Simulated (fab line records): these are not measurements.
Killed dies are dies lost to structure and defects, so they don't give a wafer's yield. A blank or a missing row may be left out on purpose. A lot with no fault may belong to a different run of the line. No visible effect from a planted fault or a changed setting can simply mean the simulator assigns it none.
Problem report, 8D (eight disciplines) form, completed by code / flow nandHarc / the parts of the form that need people (team, actions taken, sign-off) are left out

1. WHAT IS WRONG
On 3 wafers of 1 lot, cdNm at NHARC_P_M0_CD_MEAS_09 has a mean of 87.4 nm; fault-free wafers read 89.9 nm, standard deviation 0.58. Relative to the usual mean, that is a shift of -4.4 standard deviations.
The step: target cd 90 nm.
First seen on wafer L713.1, day 13 17:45, on cdSem-02. At this step, 36 wafers from 12 lots have a number in the record. By rule, "out" or "out of limits" means more than 4 standard deviations away from the usual mean. The rest of the wafers with a number are treated as sound.

2. WHAT IT IS; WHAT IT IS NOT
question=which readings at this step; is=cdNm; is not=-
question=which lots; is=L713; is not=L695, L696, L697, L698, L699, L702, L704, L706, L707, L708, L709
question=which wafers of those lots; is=all that have a number; is not=-
question=read on which gauges; is=cdSem-02; is not=cdSem-01, cdSem-03
question=when; is=from day 13 17:45; is not=up to then (33 sound wafers)

3. SUSPECTS, AND WHAT RULES EACH OUT
Counting: a tool at any process step up to the reading remains a suspect when it ran all the lots that are out and ran no sound lot after the first of those.
- the gauge at NHARC_P_M0_CD_MEAS_09 is ruled out. All the wafers that are out were read on cdSem-02, but those of them that NHARC_P_M0_EXPOSE_06 has rows for are out there too, on other tools.
- pvdSputter-02 at NHARC_P_CONTACT_PVD_32 (deposits Ti, target thk 5 nm, time 17.7 s): kept. It ran the lot that is out, L713 (day 13 16:59), and no sound lot after that; its last sound lot up to then is L709 (day 12 08:14). NHARC_P_CONTACT_PVD_32 gives no start for some lots, so the hours and the order of its lots are those of NHARC_P_CONTACT_INSPECT_27.
- arfiScanner-01 at NHARC_P_M0_EXPOSE_06 (exposes mask P M0, target cd 90 nm): kept. It ran the lot that is out, L713 (day 13 17:37), and no sound lot after that; its last sound lot up to then is L709 (day 12 08:59). Its own exposureDoseMJCm2 readings are out on those wafers.
Left after counting: pvdSputter-02 at NHARC_P_CONTACT_PVD_32, arfiScanner-01 at NHARC_P_M0_EXPOSE_06.

4. THE CAUSE (what the simulator had put in)
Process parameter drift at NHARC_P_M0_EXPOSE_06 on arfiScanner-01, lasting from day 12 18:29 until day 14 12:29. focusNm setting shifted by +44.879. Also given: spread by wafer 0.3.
2 suspects survive the count, and this tool is in that group.

5. THE EFFECT CHAIN, in route order
Each row: a reading where the mean over the struck wafers with a number is more than 3 standard deviations away from the usual. Only readings for which the record gives a usual standard deviation are gone through. hours: the time from each lot's start at the first step in this table that gives one to its start at this step, as a median over the lots. sigmas: the change in usual standard deviations.
hours=0; step=NHARC_P_M0_EXPOSE_06; reading=exposureDoseMJCm2; usual=81.18; on struck wafers=81.69; change=+0.51; sigmas=+5.2
hours=0; step=NHARC_P_M0_CD_MEAS_09; reading=cdNm; usual=89.9 nm; on struck wafers=87.4; change=-2.5; sigmas=-4.4
hours=1; step=NHARC_P_M0_CD_MEAS_16; reading=cdNm; usual=90.0 nm; on struck wafers=87.8; change=-2.2; sigmas=-3.5
The process steps in it:
- NHARC_P_M0_EXPOSE_06: exposes mask P M0, target cd 90 nm.
At these later measuring or inspecting steps, every struck wafer for which the step has a row has a number for every such reading, and none has moved that far: NHARC_P_M0_INSPECT_11.

6. WHAT WOULD HAVE CAUGHT IT SOONER
In this record the first reading out of limits at a measuring or inspecting step was taken at day 13 17:45, 23 hours after the fault began at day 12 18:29.
The tool's own readings at NHARC_P_M0_EXPOSE_06 were out on every struck wafer that the step has a row for (exposureDoseMJCm2): an alarm limit on them would have fired on the first of those.
By day 13 17:45 the whole set of lots that are out, 1 in number, had already begun NHARC_P_M0_EXPOSE_06 on arfiScanner-01. Tool hold at that time: it would have spared none of them.
